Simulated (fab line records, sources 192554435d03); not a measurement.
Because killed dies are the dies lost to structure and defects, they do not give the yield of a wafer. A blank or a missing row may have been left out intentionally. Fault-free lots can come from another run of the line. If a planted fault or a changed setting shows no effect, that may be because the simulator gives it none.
Comparing a struck lot with a sound one | flow n5Finfet | 15 steps out of a route of 1938
Sound: wafers L957.3, L957.4. Struck: wafers L972.1, L972.4. The cause is given at the end.
Each step with rows lists, per side, the tool, then ch with its chambers, then its first start. Under that, the readings that differ: sound wafers | struck wafers | difference of the means | sigmas: that difference in standard deviations of wafers without a fault.
alike: readings whose means differ by less than 2 such deviations, and words and numbers that are the same on both sides. not compared: withheld readings, readings that some wafer has no value for, bounds like >300 that may hide the same value, and numbers for which the record gives no deviation and whose values overlap.
The two part at a step that has a row with sigmas, a row that says differs or no value, or rows on one side only. When numbers do not overlap yet have no deviation, they are printed without sigmas and do not part them. Lack of a reading on every wafer of one side parts them only where that side has two or more wafers.

first, 7 steps without rows for these wafers: N5_BEOL_M5_COAT_71 (time 60 s, resist thk 5 nm); N5_BEOL_M5_COAT_05 (resist thk 30 nm); N5_BEOL_M5_EBR_07; N5_BEOL_M5_SOFTBAKE_06 (time 60 s); N5_BEOL_M5_EXPOSE_08 (exposes mask M5, target cd 28 nm); N5_BEOL_M5_PEB_09 (peb time 60 s); N5_BEOL_M5_DEVELOP_10 (develop time 30 s).
N5_BEOL_M5_CD_MEAS_11 targets a cd of 27.74 nm.
  sound on cdSem-01 ch 0, day 10 02:04; struck on cdSem-02 ch 0, day 13 09:18
  alike: cdNm
N5_BEOL_M5_OVL_MEAS_12:
  sound on overlay-02 ch 0, day 10 02:07; struck on overlay-01 ch 0, day 13 09:20
  alike: M5_OVL
N5_BEOL_M5_INSPECT_13: inspects for defects (brightfield).
  sound on defectInspect-02, day 10 02:10; struck on defectInspect-02, day 13 09:23
reading        | sound   | struck  | difference | sigmas
rawDefectCount | 466 531 | 278 303 | -208       | -2
N5_BEOL_M5_DESCUM_16: chemistry O2, time 7 s.
  sound on rieDiel-03 ch 0,2, day 10 02:16; struck on rieDiel-01 ch 2,3, day 13 09:34
reading                  | sound   | struck  | difference | sigmas
drypumpMotorCurrentA (A) | 5.0 4.7 | 5.7 6.2 | +1.1       | +2
rfHoursCounterH (h)      | 165 157 | 202 204 | +42        | 
  alike: oesProductAu, rfVppV, showerheadPlenumPTorr, throttleValvePct
N5_BEOL_M5_ETCH_72: etches underlayer in N2/H2, target depth 6.5 nm, time 5.2 s.
  sound on rieDiel-03 ch 0,2, day 10 02:18; struck on rieDiel-01 ch 2,3, day 13 09:36
reading                  | sound   | struck  | difference | sigmas
drypumpMotorCurrentA (A) | 5.0 4.7 | 5.7 6.2 | +1.1       | +2
rfHoursCounterH (h)      | 165 157 | 202 204 | +42        | 
  alike: etchRfOnTimeS, oesProductAu, rfVppV, showerheadPlenumPTorr, throttleValvePct
N5_BEOL_M5_ETCH_61: etches SiARC in CF4, target depth 15.6 nm, time 26 s.
  sound on rieDiel-03 ch 0,2, day 10 02:19; struck on rieDiel-01 ch 2,3, day 13 09:37
reading                  | sound     | struck    | difference | sigmas
drypumpMotorCurrentA (A) | 5.0 4.7   | 5.7 6.2   | +1.1       | +2
etchRfOnTimeS (s)        | 25.8 26.8 | 19.6 18.4 | -7.3       | -9
oesProductAu (a.u.)      | 0.62 0.64 | 0.75 0.76 | +0.12      | +2
rfHoursCounterH (h)      | 165 157   | 202 204   | +42        | 
  alike: rfVppV, showerheadPlenumPTorr, throttleValvePct
N5_BEOL_M5_ETCH_62: etches SOC in N2/H2, target depth 75 nm, overetch 15 nm, time 112.5 s.
  sound on rieDiel-03 ch 0,2, day 10 02:20; struck on rieDiel-01 ch 2,3, day 13 09:38
reading                  | sound   | struck  | difference | sigmas
drypumpMotorCurrentA (A) | 5.0 4.7 | 5.7 6.2 | +1.1       | +2
rfHoursCounterH (h)      | 165 157 | 202 204 | +42        | 
  alike: oesProductAu, rfVppV, showerheadPlenumPTorr, throttleValvePct
-- the record jumps here: 4 days lie between the struck wafers' starts before and after (it left off in module BEOL_M5 and takes up again in module PASSIVATION, whose first step shown is number 1936 of the route) --
N5_PASSIVATION_PROBE_49:
  only the struck wafers here have rows in the record (prober-01, day 17 20:17); the sound ones have none

WHERE THEY PART
At N5_BEOL_M5_INSPECT_13 first; at N5_PASSIVATION_PROBE_49 last (within this record only).

WHY: the cause the simulator had injected
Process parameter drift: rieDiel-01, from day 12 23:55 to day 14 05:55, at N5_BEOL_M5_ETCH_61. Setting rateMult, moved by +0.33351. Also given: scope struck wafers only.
